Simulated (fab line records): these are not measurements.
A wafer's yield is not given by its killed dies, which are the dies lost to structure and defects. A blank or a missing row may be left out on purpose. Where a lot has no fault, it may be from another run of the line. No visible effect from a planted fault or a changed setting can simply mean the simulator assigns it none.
Matching of chambers ; flow nandHarc ; NHARC_A_M1_CMP_23 on cmp-01: 4 sister chambers
The step polishes, t overpolish 20 s, target thk 154.34 nm. 22 wafers are shown with their chamber, then 11 later ones without.

## WAFERS, EACH WITH ITS CHAMBER
wafer;chamber;motorCurrentA (A);timeToEndpointS (s)
L075.1;2;11.9;32
L075.4;0;12.2;25
L075.5;1;11.5;28
L075.2;3;11.0;23
L075.3;1;11.4;29
L075.6;0;13.3;27
L078.1;2;11.8;31
L078.4;3;11.2;23
L078.6;2;12.2;31
L079.1;1;11.6;27
L079.2;3;11.4;24
L079.6;0;12.3;27
L085.2;0;12.3;29
L085.3;1;11.6;26
L085.6;0;12.8;28
L086.1;3;10.6;23
L086.4;1;11.2;31
L086.6;0;12.2;28
L089.3;0;12.2;29
L089.4;3;10.4;26
L089.5;3;11.3;28
L089.1;1;10.9;31

SIGNATURES, as means of the wafers listed above
reading;chamber 0;chamber 1;chamber 2;chamber 3;scatter within a chamber
motorCurrentA;12.471;11.367;11.967;10.983;0.361
timeToEndpointS;27.57;28.67;31.33;24.50;1.75
Rule: a wafer lies at a distance from a chamber equal to the root of the sum of squares, over the readings, of (its reading less the chamber's mean, divided by the reading's scatter). The wafer belongs to the nearest chamber; if the next one is less than 2 further off, it can't be placed. How the scatter is found: for the shown wafers, subtract from each reading the mean of its chamber, square and add these, divide the total by (wafers less chambers), then take the root.

## WAFERS WITHOUT THEIR CHAMBER
wafer;motorCurrentA (A);timeToEndpointS (s)
L089.2;12.1;34
L089.6;12.5;30
L096.1;11.9;31
L096.2;11.9;36
L096.4;11.6;32
L094.1;11.3;30
L094.4;12.2;31
L094.6;10.3;26
L094.2;12.2;31
L094.3;10.8;27
L094.5;11.7;32

## THE CHAMBER EACH PASSED THROUGH
wafer;from the rows above;in truth
L089.2;2;2
L089.6;can't be placed: 0 or 2 or 1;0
L096.1;can't be placed: 2 or 1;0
L096.2;can't be placed: 2 or 1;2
L096.4;can't be placed: 2 or 1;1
L094.1;can't be placed: 1 or 2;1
L094.4;can't be placed: 2 or 0 or 1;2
L094.6;can't be placed: 3 or 1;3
L094.2;can't be placed: 2 or 0 or 1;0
L094.3;can't be placed: 3 or 1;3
L094.5;can't be placed: 2 or 1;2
Correct placement for 1 of the 11. From these rows, 10 cannot be placed; in 9 the true chamber is one of the candidates. Number placed wrongly: 0.
